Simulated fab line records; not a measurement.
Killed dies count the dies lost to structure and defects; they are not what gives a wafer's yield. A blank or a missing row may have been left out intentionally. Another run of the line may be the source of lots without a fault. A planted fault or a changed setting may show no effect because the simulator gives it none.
A lot that was struck, set against a sound lot | flow n5 finfet | 37 out of 1938 route steps
Sound: the wafers L920.2, L920.3, L920.6. Struck: wafer L923.6. (L923.4, L923.5 of the same lot were not struck and are left out.) The cause comes at the end.
Each step with rows lists, per side, the tool, then ch with its chambers, then its first start. Under that, the readings that differ: sound wafers | struck wafers | difference of the means | sigmas: that difference in standard deviations of wafers without a fault.
alike: words and numbers the same on both sides, and readings whose means are apart by under 2 such deviations; not compared: readings that were withheld, readings missing a value for some wafer, numbers with overlapping values and no deviation given by the record, and bounds like >300 which may hide the same value.
The two part at a step that has a row with sigmas, a row that says differs or no value, or rows on one side only. Numbers that have no deviation but don't overlap get no sigmas and don't part them. A reading missing from all wafers of one side parts the sides only when that side holds two or more wafers.

first, 9 steps without rows for these wafers: N5_BEOL_M3_ANNEAL_95 (time 240 s); N5_BEOL_M3_SPUTTER_96 (material Cu, target thk 4.5 nm, time 8.29 s); N5_BEOL_M3_ECD_50 (material Cu, target thk 300 nm); N5_BEOL_M3_ANNEAL_51 (time 90 s); N5_BEOL_M3_CMP_52 (polishes, stops on SiOC, t overpolish 6.8 s, target thk 40 nm); N5_BEOL_M3_PRE_CLEAN_60 (time 15 s); N5_BEOL_M3_CO_CAP_55 (material Co, precursor CCTBA/H2, target thk 2 nm, time 102.1 s); N5_BEOL_M3_PRE_CLEAN_56 (time 15 s); N5_BEOL_M3_DEP_57 (deposits SiCN from 3MS/NH3, target thk 8 nm, time 14 s).
N5_BEOL_M4_ILD_DEP_00: deposits SiOC from DEMS/O2, target thk 79 nm, time 15.3 s.
  sound on pecvd-01 ch 0,1, day 10 23:31; struck on pecvd-03 ch 2, day 11 09:16
  reading                                      | sound                | struck | difference | sigmas
  susceptor temp C (C)                         | 349.89 349.96 349.69 | 335.26 | -14.59     | -69
  model.SiOC_of_BEOL_M4_ILD_DEP_00.thk nm (nm) | 79.4 79.4 80.8       | 82.8   | +2.9       |
  alike: heater power w, showerhead plenum p Torr, throttle valve pct
N5_BEOL_M4_THK_MEAS_01:
  sound on film metro-02 at day 10 23:35; struck on film metro-01 at day 11 09:19
  reading         | sound          | struck | difference | sigmas
  M4_ILD_THK (nm) | 79.4 79.5 80.8 | 82.7   | +2.8       | +3
then, 24 steps without rows for these wafers: N5_BEOL_M4_PECVD_72 (deposits SiO2 from TEOS/O2, target thk 16 nm, time 18 s); N5_BEOL_M4_HM_DEP_02 (deposits TiN, target thk 20 nm); N5_BEOL_M4_COAT_61 (time 60 s, resist thk 60 nm); N5_BEOL_M4_COAT_62 (time 60 s, resist thk 12 nm); N5_BEOL_M4_COAT_73 (time 60 s, resist thk 5 nm); N5_BEOL_M4_COAT_05 (resist thk 30 nm); N5_BEOL_M4_EBR_07; N5_BEOL_M4_SOFTBAKE_06 (time 60 s); N5_BEOL_M4_EXPOSE_08 (exposes mask M4); N5_BEOL_M4_PEB_09 (peb time 60 s); N5_BEOL_M4_DEVELOP_10 (develop time 30 s); N5_BEOL_M4_DESCUM_16 (chemistry O2, time 7 s); N5_BEOL_M4_ETCH_74 (etches underlayer in N2/H2, target depth 6.5 nm, time 5.2 s); N5_BEOL_M4_ETCH_63 (etches SiARC in CF4, target depth 15.6 nm, time 26 s); N5_BEOL_M4_ETCH_64 (etches SOC in N2/H2, target depth 75 nm, overetch 22.5 nm, time 121.9 s); N5_BEOL_M4_STRIP_65 (strips in N2/H2); N5_BEOL_M4_STRIP_75 (strips in N2/H2); N5_BEOL_M4_STRIP_66 (strips in CF4); N5_BEOL_M4_HM_OPEN_17 (chemistry Cl2/BCl3, target TiN, target depth 20 nm, overetch 6 nm); N5_BEOL_M4_STRIP_19 (strips in O2); N5_BEOL_M4_COAT_67 (time 60 s, resist thk 60 nm); N5_BEOL_M4_COAT_68 (time 60 s, resist thk 12 nm); N5_BEOL_M4_COAT_76 (time 60 s, resist thk 5 nm); N5_BEOL_M4_COAT_22 (resist thk 30 nm).
N5_BEOL_M4_CMP_52: polishes, stops on SiOC, t overpolish 6.8 s, target thk 40 nm.
  sound on cmp-04 ch 0,2,3, day 11 16:48; struck on cmp-04 ch 0, day 11 22:39
  reading                                      | sound          | struck | difference | sigmas
  model.SiOC_of_BEOL_M4_ILD_DEP_00.thk nm (nm) | 76.4 76.4 77.8 | 79.8   | +2.9       |
  alike: barrier field endpoint s, clearing platen rpm, motor current A, overpolish run s, slurry filter dp kPa, time to endpoint s
N5_BEOL_M4_RC_MEAS_101:
  sound on prober-01 ch 0, day 11 17:37; struck on prober-02 ch 0, day 11 23:37
  alike: DIBL_N, DIBL_P, IOFF_N, IOFF_P, ION_N, ION_P, SS_N, SS_P, VT_N, VT_P

== WHERE THEY PART ==
First at N5_BEOL_M4_ILD_DEP_00; last, within this record, at N5_BEOL_M4_THK_MEAS_01. Later steps at which nothing parts them and some readings are alike: N5_BEOL_M4_CMP_52, N5_BEOL_M4_RC_MEAS_101.

WHY: what had been put in by the simulator
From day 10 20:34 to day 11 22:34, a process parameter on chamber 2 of pecvd-03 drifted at N5_BEOL_M4_ILD_DEP_00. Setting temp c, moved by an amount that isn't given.
